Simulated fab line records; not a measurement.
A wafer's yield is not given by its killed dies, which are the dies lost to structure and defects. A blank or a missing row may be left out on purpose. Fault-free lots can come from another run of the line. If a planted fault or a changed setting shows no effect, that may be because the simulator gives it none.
fab line records	flow nandHarc	part 1 of 2: steps 1 to 18 of 30
record lots=5	wafers=15	lastDay=22
route steps=1159 shown P_GATE@145
lots untouched by any fault: they come from a run of this same line in which no faults occurred
startH: the number of hours between the record's first day and the start of the first shown wafer of the lot	waitH: hours elapsed since this lot's preceding step	" identical to the entry in the row above	L1.1+2: a single row standing in for several wafers	- no value present, or no start provided	* or withheld: withheld	< > ~ a bound
route shown NAME@n: names a module that has steps shown in the file, with the first one's number in the route	usual: the fault-free wafers' mean and standard deviation	same: alike in all rows	chamber/n: place in a boat	sites: each site's reading	_std_site: standard deviation of those values	_edge_site: outer sites' mean less inner sites'	radiusMm: how far each site lies from the wafer's centre	mask NAME#n: copy n	behind: the most recent tool/chamber to have shaped the wafer	hold: cause of the lot's hold/its duration in hours/its outcome	device: names the non-switching transistor (n, p or np)	end of line: tests run on the same wafers once the route is complete	a step without rows: its recipe alone	killed: count of dies lost to structure and defects at first sort (not the wafer's yield)	map: shows each die of a wafer: x if killed, . if not, _ if none is there
set.NAME: the run value of the setting; set.NAME@STEP: its run value at that earlier step	model.NAME: the simulator's own value behind a step, which no gauge read
lots seen at some steps along the route; tables by step, rows by wafer
services: from which hour (startH, from the record's first day; less than 0 if before it) a tool's chamber was out of use, for how many hours, and why
## steps
# step NHARC_P_GATE_ETCH_104
# recipe targetDepthA=600	timeS=withheld	cf4FlowSccm=100	chf3FlowSccm=30	arFlowSccm=0	rfW=500	biasW=200	chemistry=CF4/CHF3
# usual biasW=200.0/0.6	drypumpMotorCurrentA=5.7/0.4	oesProductAu=0.939/0.019	rfFwdPowerW=490.9/2.4	rfVppV=370.5/1.7	showerheadPlenumPTorr=1.57/0.045	throttleValvePct=16.802/0.0088
lot.wafer	tool	chamber	startH	waitH	biasW	drypumpMotorCurrentA	oesProductAu	rfFwdPowerW	rfVppV	showerheadPlenumPTorr	throttleValvePct
L074.4	rieDiel-11	1	89.75	0.1	200.5	6.6	0.930	486.2	370.5	1.59	16.814
L074.5	"	0	"	"	200.4	6.0	0.962	489.2	370.0	1.58	16.808
L074.6	"	1	"	"	199.2	6.6	0.941	486.8	369.3	1.59	16.809
L076.1	rieDiel-08	1	108.02	0.2	199.8	6.2	0.937	495.3	367.3	1.50	16.807
L076.3	"	3	"	"	200.5	5.8	0.925	490.7	371.1	1.57	16.801
L076.5	"	1	"	"	198.9	6.3	0.937	494.5	368.7	1.50	16.788
L081.2	rieDiel-13	3	130.79	0.3	200.5	5.6	0.938	488.9	369.8	1.55	16.800
L081.4	"	1	"	"	199.1	5.2	0.913	491.7	369.3	1.55	16.795
L081.6	"	3	"	"	199.9	5.6	0.936	488.7	368.6	1.55	16.802
L083.2	rieDiel-13	3	143.47	0.1	200.7	5.6	0.974	490.7	369.5	1.55	16.800
L083.3	"	0	"	"	200.1	5.4	0.937	490.2	368.4	1.51	16.798
L083.5	"	0	"	"	201.0	5.4	0.943	490.8	367.8	1.51	16.793
L089.1	rieDiel-08	0	176.80	0.2	200.5	6.3	0.939	494.0	371.3	1.60	16.801
L089.3	"	1	"	"	200.1	6.2	0.964	494.7	367.2	1.50	16.815
L089.6	"	1	"	"	200.7	6.2	0.952	496.2	368.3	1.50	16.801
# step NHARC_P_GATE_HM_OPEN_105
# recipe targetDepthA=3600	o2FlowSccm=400	cosFlowSccm=20	arFlowSccm=0	rfW=500	biasW=300	chemistry=O2/COS
# usual biasW=300.1/0.88	drypumpMotorCurrentA=5.7/0.42	oesProductAu=0.999/0.011	rfFwdPowerW=497.6/1.6	rfVppV=467.1/2.1	showerheadPlenumPTorr=3.11/0.091	throttleValvePct=28.330/0.0093
lot.wafer	tool	chamber	startH	waitH	biasW	drypumpMotorCurrentA	oesProductAu	rfFwdPowerW	rfHoursCounterH	rfVppV	showerheadPlenumPTorr	throttleValvePct
L074.4	rieDiel-11	1	-	-	299.2	6.6	0.987	496.6	12	469.7	3.16	28.342
L074.5	"	2	"	"	300.4	5.3	1.009	496.1	-	471.0	3.26	28.338
L074.6	"	3	"	"	299.8	6.0	1.021	499.2	-	466.4	3.08	28.328
L076.1	rieDiel-08	2	-	-	299.3	5.6	1.018	496.9	41	469.3	3.20	28.315
L076.3	"	0	"	"	300.2	6.3	1.007	495.8	56	467.7	3.18	28.328
L076.5	"	1	"	"	298.5	6.3	1.004	497.2	-	464.0	2.98	28.328
L081.4	rieDiel-13	1	-	-	300.0	5.2	0.999	497.3	6	466.1	3.09	28.326
L081.2	"	2	"	"	299.9	5.6	1.014	496.3	8	470.6	3.26	28.339
L081.6	"	1	"	"	299.9	5.2	0.991	497.1	-	467.2	3.09	28.340
L083.3	rieDiel-13	0	-	-	299.6	5.5	0.981	497.9	13	463.7	3.00	28.340
L083.2	"	1	"	"	299.0	5.2	0.990	497.3	12	466.3	3.08	28.326
L083.5	"	0	"	"	300.7	5.5	0.980	497.9	-	464.6	3.00	28.328
L089.1	rieDiel-08	1	-	-	299.8	6.3	1.007	499.3	19	463.8	2.97	28.331
L089.3	"	2	"	"	299.7	5.5	0.997	495.8	16	469.9	3.19	28.338
L089.6	"	1	"	"	300.3	6.2	1.014	500.0	-	464.6	2.97	28.333
# step NHARC_P_GATE_STRIP_106
# recipe o2FlowSccm=400	cosFlowSccm=20	arFlowSccm=0	biasW=0	chemistry=O2/COS
lot.wafer	tool	chamber	startH	waitH
L074.4+5+6	rieDiel-11	3,0,1	-	-
L076.3+1+5	rieDiel-08	2,1,3	-	-
L081.2+4+6	rieDiel-13	1,3,1	-	-
L083.2+3+5	rieDiel-13	0,2,3	-	-
L089.3+1+6	rieDiel-08	2,1,2	-	-
# step NHARC_P_GATE_ETCH_114
# recipe targetDepthA=300	overetchA=30	timeS=16.5	ionEnergyEv=100	cf4FlowSccm=80	o2FlowSccm=20	arFlowSccm=0	rfW=300	biasW=100	chemistry=CF4/O2
# usual biasW=99.98/0.3	drypumpMotorCurrentA=5.7/0.39	oesProductAu=0.999/0.0096	rfFwdPowerW=293.2/1.3	rfVppV=197.9/1.2	showerheadPlenumPTorr=1.34/0.039	throttleValvePct=13.396/0.0092
lot.wafer	tool	chamber	startH	waitH	biasW	drypumpMotorCurrentA	oesProductAu	rfFwdPowerW	rfHoursCounterH	rfVppV	showerheadPlenumPTorr	throttleValvePct
L074.4	rieDiel-11	1	-	-	100.03	6.6	0.989	292.2	12	199.3	1.35	13.408
L074.5	"	3	"	"	99.82	6.0	1.012	293.2	-	196.8	1.31	13.398
L074.6	"	0	"	"	99.66	6.0	1.000	292.1	-	197.7	1.34	13.379
L076.1	rieDiel-08	1	-	-	99.66	6.2	0.996	296.0	52	197.0	1.27	13.402
L076.3	"	2	"	"	99.74	5.5	0.991	292.9	41	197.9	1.37	13.386
L076.5	"	3	"	"	99.76	5.8	0.984	291.7	-	198.4	1.33	13.404
L081.2	rieDiel-13	1	-	-	100.67	5.2	0.997	292.9	7	198.7	1.32	13.385
L081.4	"	2	"	"	99.89	5.6	0.998	293.5	8	201.0	1.40	13.381
L081.6	"	0	"	"	99.78	5.5	0.983	293.0	-	196.4	1.28	13.395
L083.2	rieDiel-13	1	-	-	99.41	5.2	0.990	294.3	12	198.2	1.32	13.401
L083.3	"	0	"	"	99.71	5.5	0.980	290.8	13	195.3	1.28	13.383
L083.5	"	2	"	"	100.49	5.6	1.010	293.2	-	198.9	1.40	13.409
L089.1	rieDiel-08	0	-	-	100.24	6.3	0.988	295.3	20	197.6	1.36	13.403
L089.3	"	2	"	"	99.96	5.5	0.999	291.2	17	199.2	1.37	13.396
L089.6	"	0	"	"	100.41	6.3	1.001	294.2	-	197.7	1.36	13.398
# step NHARC_P_GATE_ETCH_32
# recipe targetDepthA=1500	overEtchFrac=1	overEtchIonEnergyEv=40	timeS=100.1	hbrFlowSccm=150	cl2FlowSccm=50	rfW=400	icpW=400	biasW=100	chemistry=HBr/Cl2
# usual biasW=100.0/0.33	drypumpMotorCurrentA=5.8/0.47	oesProductAu=1.002/0.01	rfFwdPowerW=397.0/1.4	throttleValvePct=26.405/0.0093
lot.wafer	tool	chamber	startH	waitH	biasW	drypumpMotorCurrentA	oesProductAu	rfFwdPowerW	rfHoursCounterH	throttleValvePct
L074.4	rieSi-05	2	90.54	-	99.8	5.9	1.015	397.2	0.3	26.405
L074.6	"	0	"	"	99.6	6.1	1.005	396.4	-	26.394
L074.5	"	1	"	"	100.7	6.3	1.006	397.9	-	26.407
L076.1	rieSi-05	3	108.69	-	99.7	4.9	0.998	395.5	0.6	26.402
L076.3	"	0	"	"	99.9	6.1	1.004	398.9	0.6	26.397
L076.5	"	2	"	"	100.1	5.8	1.016	398.0	-	26.414
L081.4	rieSi-05	0	131.69	-	100.0	6.1	1.009	399.9	0.7	26.404
L081.2	"	1	"	"	99.9	6.3	1.001	398.3	0.7	26.387
L081.6	"	3	"	"	100.4	4.9	1.011	397.2	-	26.395
L083.2	rieSi-02	1	143.90	-	100.0	5.2	0.986	395.8	1.0	26.397
L083.3	"	2	"	"	100.2	5.3	1.010	397.2	0.9	26.397
L083.5	"	0	"	"	100.0	5.6	1.000	395.5	-	26.402
L089.1	rieSi-05	0	177.45	-	100.1	6.1	1.002	397.9	1.3	26.404
L089.3	"	1	"	"	99.8	6.4	1.002	397.9	1.2	26.384
L089.6	"	0	"	"	100.2	6.1	1.010	396.6	-	26.401
# step NHARC_P_GATE_STRIP_108
# recipe o2FlowSccm=500	arFlowSccm=0	biasW=0	chemistry=O2
# usual drypumpMotorCurrentA=5.8/0.41	oesProductAu=1.000/0.011	rfVppV=57.8/0.91	showerheadPlenumPTorr=3.54/0.097	throttleValvePct=17.038/0.0095
# same biasW=0
lot.wafer	tool	chamber	startH	waitH	drypumpMotorCurrentA	oesProductAu	rfHoursCounterH	rfVppV	showerheadPlenumPTorr	throttleValvePct
L074.4	rieDiel-11	1	90.72	-	6.6	0.976	12	57.8	3.57	17.037
L074.6	"	2	"	"	5.3	0.997	-	57.6	3.69	17.038
L074.5	"	3	"	"	6.0	1.000	-	59.1	3.48	17.016
L076.1	rieDiel-13	0	108.84	-	5.4	0.992	0	54.8	3.40	17.050
L076.3	"	3	"	"	5.6	1.022	0	56.5	3.48	17.035
L076.5	"	2	"	"	5.6	1.003	-	58.1	3.69	17.055
L081.4	rieDiel-13	3	131.85	-	5.7	1.016	8	58.6	3.48	17.027
L081.2	"	0	"	"	5.5	0.991	8	58.0	3.40	17.023
L081.6	"	3	"	"	5.7	1.022	-	57.7	3.48	17.046
L083.3	rieDiel-13	3	144.08	-	5.6	1.020	13	57.4	3.48	17.038
L083.2	"	0	"	"	5.5	0.992	13	57.8	3.40	17.035
L083.5	"	2	"	"	5.6	1.003	-	58.6	3.68	17.020
L089.3	rieDiel-11	0	177.62	-	6.0	0.980	30	57.7	3.54	17.054
L089.1	"	1	"	"	6.6	1.000	29	56.5	3.56	17.027
L089.6	"	2	"	"	5.3	1.006	-	58.6	3.67	17.036
# step NHARC_P_GATE_CD_MEAS_33
# usual cdNm=121.1/2.4
lot.wafer	tool	chamber	startH	waitH	cdNm
L074.4	cdSem-02	-	90.86	-	123.0
L074.5	"	-	"	"	120.4
L074.6	"	-	"	"	119.5
L076.1	cdSem-03	-	109.04	0.2	118.8
L076.3	"	-	"	"	119.0
L076.5	"	-	"	"	122.3
L081.2	cdSem-03	-	132.01	-	120.2
L081.4	"	-	"	"	119.2
L081.6	"	-	"	"	119.6
L083.2	cdSem-03	-	144.22	-	122.2
L083.3	"	-	"	"	117.4
L083.5	"	-	"	"	118.9
L089.1	cdSem-02	-	177.77	-	120.8
L089.3	"	-	"	"	121.7
L089.6	"	-	"	"	120.4
# step NHARC_P_GATE_STRIP_35
# recipe timeS=600	tempC=130	chemistry=SPM
# usual bathGuardTempC=130.0/0.7	tempC=130.00/0.15
lot.wafer	tool	chamber	startH	waitH	bathGuardTempC	tempC
L074.5	wetBench-07	4	90.93	0.1	129.1	129.73
L074.4	"	5	"	"	131.0	130.17
L074.6	"	1	"	"	129.6	129.89
L076.1	wetBench-03	3	109.13	0.1	128.5	129.99
L076.5	"	4	"	"	129.3	129.97
L076.3	"	6	"	"	130.9	130.13
L081.2	wetBench-07	0	132.09	0.1	130.0	130.00
L081.6	"	1	"	"	129.4	129.96
L081.4	"	4	"	"	129.3	129.92
L083.5	wetBench-07	2	144.31	0.1	130.7	129.82
L083.2	"	6	"	"	130.1	130.29
L083.3	"	7	"	"	129.8	129.89
L089.6	wetBench-04	3	177.85	0.1	130.1	129.97
L089.1	"	5	"	"	129.9	130.18
L089.3	"	7	"	"	129.8	129.74
# step NHARC_P_GATE_PRECLEAN_73
# recipe timeS=*	tempC=50	bathAgeMin=0	chemistry=SC1
# usual bathGuardTempC=50.0/0.7	diwFlowMLMin=1414/3.9	h2o2FlowMLMin=56.60/0.18	tempC=49.99/0.11
# same bathAgeMin=0
lot.wafer	tool	chamber	startH	waitH	bathGuardTempC	diwFlowMLMin	h2o2FlowMLMin	tempC
L074.5	wetBench-07	4	-	-	49.8	1407	56.52	49.93
L074.4	"	5	"	"	51.2	1415	56.78	50.02
L074.6	"	1	"	"	49.2	1422	56.40	50.01
L076.1	wetBench-03	3	-	-	49.2	1416	56.85	49.86
L076.5	"	4	"	"	48.9	1408	56.69	50.16
L076.3	"	6	"	"	51.0	1419	56.97	50.08
L081.2	wetBench-07	0	-	-	49.9	1418	56.52	49.92
L081.6	"	1	"	"	49.5	1414	56.79	50.04
L081.4	"	4	"	"	49.1	1417	56.55	49.90
L083.5	wetBench-07	2	-	-	50.8	1417	56.79	50.10
L083.2	"	6	"	"	50.0	1417	56.50	50.03
L083.3	"	7	"	"	49.7	1414	56.49	50.15
L089.6	wetBench-04	3	-	-	50.0	1417	56.86	49.93
L089.1	"	5	"	"	50.1	1416	56.47	49.90
L089.3	"	7	"	"	50.2	1413	56.56	50.00
# step NHARC_P_GATE_SRD_74
lot.wafer	tool	chamber	startH	waitH
L074.5+4+6	wetBench-07	4,5,1	-	-
L076.1+5+3	wetBench-03	3,4,6	-	-
L081.2+6+4	wetBench-07	0,1,4	-	-
L083.5+2+3	wetBench-07	2,6,7	-	-
L089.6+1+3	wetBench-04	3,5,7	-	-
# step NHARC_P_GATE_ALD_36
# recipe targetThkA=200	pulseTimeS=60	aldCycles=223	tempC=400	material=SiNx
# usual heaterPowerW=837/71	precursorPulseHeightRel=0.998/0.019
lot.wafer	tool	chamber	startH	waitH	heaterPowerW	precursorPulseHeightRel
L074.4	aldSin-04	1	91.31	-	918	1.010
L074.5	"	1	95.58	-	896	1.015
L074.6	"	2	96.65	-	794	1.019
L076.1	aldSin-01	3	110.58	-	788	1.024
L076.3	"	0	111.65	-	905	1.039
L076.5	"	3	114.88	-	745	0.990
L081.2	aldSin-04	3	133.52	-	855	0.985
L081.4	"	1	135.64	-	918	0.994
L081.6	"	3	137.75	-	824	1.008
L083.3	aldSin-01	1	144.68	-	705	0.974
L083.2	"	3	146.80	-	763	0.967
L083.5	"	2	149.98	-	889	1.012
L089.1	aldSin-02	0	179.29	-	868	0.996
L089.3	"	2	181.43	-	793	1.019
L089.6	"	3	182.50	-	760	0.990
# step NHARC_P_GATE_ETCHBACK_37
# recipe targetDepthA=345	timeS=17.2	chf3FlowSccm=50	o2FlowSccm=10	arFlowSccm=200	rfW=500	biasW=200	chemistry=CHF3/O2
# usual biasW=200.0/0.63	drypumpMotorCurrentA=5.8/0.41	oesProductAu=0.95/0.036	rfFwdPowerW=488.4/2.2	rfVppV=370.7/1.6	showerheadPlenumPTorr=2.41/0.064	throttleValvePct=20.573/0.0081
lot.wafer	tool	chamber	startH	waitH	biasW	drypumpMotorCurrentA	oesProductAu	rfFwdPowerW	rfHoursCounterH	rfVppV	showerheadPlenumPTorr	throttleValvePct
L074.4	rieDiel-08	1	-	-	200.1	6.2	0.94	495.7	48	367.8	2.29	20.581
L074.6	"	0	"	"	199.6	6.3	0.93	491.6	-	371.2	2.45	20.566
L074.5	"	1	"	"	200.0	6.3	0.93	495.3	-	368.9	2.29	20.563
L076.3	rieDiel-13	0	-	-	199.8	5.5	0.92	488.6	3	370.6	2.31	20.570
L076.1	"	1	"	"	200.3	5.2	1.00	489.6	1	369.6	2.37	20.577
L076.5	"	0	"	"	200.3	5.5	0.91	487.4	-	368.2	2.31	20.568
L081.4	rieDiel-11	3	-	-	199.6	6.0	1.01	489.0	25	370.0	2.36	20.589
L081.2	"	1	"	"	198.9	6.6	1.00	490.1	23	371.5	2.43	20.561
L081.6	"	3	"	"	200.6	6.0	1.02	487.2	-	370.0	2.36	20.569
L083.3	rieDiel-11	0	-	-	199.5	6.0	0.93	486.0	25	371.6	2.41	20.579
L083.2	"	2	"	"	200.3	5.3	0.93	487.8	28	373.0	2.51	20.583
L083.5	"	0	"	"	199.4	6.0	0.92	487.5	-	371.4	2.41	20.562
L089.3	rieDiel-13	1	-	-	200.5	5.2	1.00	489.7	25	370.1	2.37	20.563
L089.1	"	3	"	"	199.5	5.6	1.02	488.4	26	368.9	2.36	20.596
L089.6	"	2	"	"	200.3	5.6	1.01	488.8	-	373.5	2.50	20.572
# step NHARC_P_GATE_STRIP_101
# recipe timeS=20	o2FlowSccm=500	arFlowSccm=0	biasW=0	chemistry=O2
# usual drypumpMotorCurrentA=5.9/0.43	oesProductAu=0.998/0.01	rfVppV=57.7/0.93	showerheadPlenumPTorr=3.54/0.092	throttleValvePct=17.037/0.0087
# same biasW=0
lot.wafer	tool	chamber	startH	waitH	drypumpMotorCurrentA	oesProductAu	rfHoursCounterH	rfVppV	showerheadPlenumPTorr	throttleValvePct
L074.4	rieDiel-08	3	101.11	0.1	5.8	0.977	52	57.7	3.51	17.050
L074.6	"	0	"	"	6.3	0.990	-	58.2	3.60	17.029
L074.5	"	1	"	"	6.2	1.011	-	57.4	3.37	17.050
L076.1	rieDiel-13	3	119.23	0.1	5.6	1.016	3	58.8	3.48	17.043
L076.3	"	0	"	"	5.5	0.980	3	56.1	3.40	17.041
L076.5	"	3	"	"	5.6	1.006	-	57.7	3.48	17.035
L081.4	rieDiel-11	1	142.08	0.1	6.6	0.994	23	57.7	3.57	17.034
L081.2	"	3	"	"	6.0	1.009	25	58.2	3.47	17.036
L081.6	"	0	"	"	6.1	0.986	-	57.7	3.54	17.033
L083.2	rieDiel-11	3	154.33	0.1	6.0	1.003	27	57.4	3.47	17.034
L083.3	"	0	"	"	6.0	0.981	25	58.5	3.54	17.044
L083.5	"	0	"	"	6.0	0.986	-	58.3	3.54	17.049
L089.1	rieDiel-13	2	187.91	0.1	5.6	0.998	26	57.1	3.68	17.041
L089.3	"	3	"	"	5.6	1.004	26	58.1	3.47	17.049
L089.6	"	1	"	"	5.2	0.996	-	58.3	3.48	17.037
# step NHARC_P_GATE_PRECLEAN_97
# recipe timeS=600	tempC=120	chemistry=SPM
# usual bathGuardTempC=120.1/0.72	tempC=120.00/0.13
lot.wafer	tool	chamber	startH	waitH	bathGuardTempC	tempC
L074.4	wetBench-03	6	101.20	-	121.1	119.86
L074.6	"	7	"	"	121.0	120.11
L074.5	"	1	"	"	121.4	120.29
L076.1	wetBench-03	4	119.33	-	119.4	120.23
L076.5	"	6	"	"	121.0	119.88
L076.3	"	0	"	"	119.9	119.75
L081.6	wetBench-07	6	142.18	-	120.3	120.19
L081.2	"	7	"	"	120.0	119.89
L081.4	"	1	"	"	119.4	120.03
L083.3	wetBench-04	6	154.43	-	120.4	119.81
L083.5	"	0	"	"	120.8	120.05
L083.2	"	3	"	"	120.2	119.89
L089.1	wetBench-03	0	188.00	-	119.1	119.77
L089.6	"	1	"	"	121.3	119.89
L089.3	"	2	"	"	121.2	120.05
# step NHARC_P_GATE_SRD_98
lot.wafer	tool	chamber	startH	waitH
L074.4+6+5	wetBench-03	6,7,1	-	-
L076.1+5+3	wetBench-03	4,6,0	-	-
L081.6+2+4	wetBench-07	6,7,1	-	-
L083.3+5+2	wetBench-04	6,0,3	-	-
L089.1+6+3	wetBench-03	0,1,2	-	-
# step NHARC_P_GATE_PRECLEAN_99
# recipe timeS=*	tempC=50	bathAgeMin=0	chemistry=SC1
# usual bathGuardTempC=50.1/0.71	diwFlowMLMin=1415/4.1	h2o2FlowMLMin=56.60/0.18	tempC=50.01/0.12
# same bathAgeMin=0
lot.wafer	tool	chamber	startH	waitH	bathGuardTempC	diwFlowMLMin	h2o2FlowMLMin	tempC
L074.4	wetBench-03	6	-	-	51.0	1419	56.87	50.22
L074.6	"	7	"	"	50.7	1411	56.45	49.87
L074.5	"	1	"	"	51.1	1416	56.67	49.79
L076.1	wetBench-03	4	-	-	49.0	1417	56.61	50.10
L076.5	"	6	"	"	51.1	1416	56.89	50.09
L076.3	"	0	"	"	49.0	1418	56.75	50.11
L081.6	wetBench-07	6	-	-	49.9	1414	56.54	49.98
L081.2	"	7	"	"	50.0	1415	56.26	49.94
L081.4	"	1	"	"	49.3	1424	56.55	49.82
L083.3	wetBench-04	6	-	-	49.6	1412	56.59	49.85
L083.5	"	0	"	"	50.7	1416	56.87	50.09
L083.2	"	3	"	"	49.8	1414	56.91	49.98
L089.1	wetBench-03	0	-	-	49.6	1409	56.78	50.03
L089.6	"	1	"	"	51.0	1418	56.57	50.01
L089.3	"	2	"	"	51.0	1427	56.58	50.01
# step NHARC_P_GATE_SRD_100
lot.wafer	tool	chamber	startH	waitH
L074.4+6+5	wetBench-03	6,7,1	-	-
L076.1+5+3	wetBench-03	4,6,0	-	-
L081.6+2+4	wetBench-07	6,7,1	-	-
L083.3+5+2	wetBench-04	6,0,3	-	-
L089.1+6+3	wetBench-03	0,1,2	-	-
# step NHARC_P_GATE_DEHYDRATE_38
# recipe tempC=150	timeS=120
lot.wafer	tool	chamber	startH	waitH
L074.4+5+6	lithoTrack-07	0	101.60	-
L076.1+3+5	lithoTrack-07	0	119.72	-
L081.2+4+6	lithoTrack-07	0	142.57	-
L083.2+3+5	lithoTrack-02	0	154.84	-
L089.1+3+6	lithoTrack-02	0	188.40	-
